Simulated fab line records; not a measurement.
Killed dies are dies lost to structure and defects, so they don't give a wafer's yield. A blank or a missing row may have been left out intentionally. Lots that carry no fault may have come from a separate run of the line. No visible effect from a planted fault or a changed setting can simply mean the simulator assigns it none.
Matching of chambers	flow nand harc	NHARC_A_BONDPAD_ETCH_12 on rie diel-05 has 4 sister chambers
The step etches the open film in CHF3/O2, target depth 220 nm, time 110 s. 4 wafers are shown with their chamber, then 8 later ones without.

## WAFERS PAIRED WITH THEIR CHAMBERS
wafer	chamber	drypump motor current A (A)
L856.3	3	6.4
L854.2	0	4.8
L854.3	1	5.8
L857.3	2	6.0

## WAFERS MISSING THEIR CHAMBER
wafer	drypump motor current A (A)
L857.4	4.8
L857.6	6.4
L861.1	4.8
L861.3	6.4
L861.4	5.8
L858.1	6.4
L858.2	5.9
L858.6	5.8

## WHICH CHAMBER EACH WENT THROUGH
wafer	from the rows above	in truth
L857.4	0	0
L857.6	3	3
L861.1	0	0
L861.3	3	3
L861.4	1	1
L858.1	3	3
L858.2	can't be placed: 2 or 1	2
L858.6	1	1
Correctly placed: 7 of 8. Unplaceable from these rows: 1, with the true chamber sitting among the candidates in 1. Number placed wrongly: 0.
How it was worked out, from the rows above alone: a wafer's distance from a chamber is the root of the sum, over the readings, of the square of ((its reading less the chamber's mean) divided by the reading's scatter). If the next closest chamber is less than 2 further off than the closest, the wafer can't be placed; otherwise it belongs to the closest. For every chamber, the mean is computed from those of its wafers that are shown. The scatter: with one shown wafer a chamber, the root of the mean of the squares of how far each hidden wafer lies from its nearest shown one.
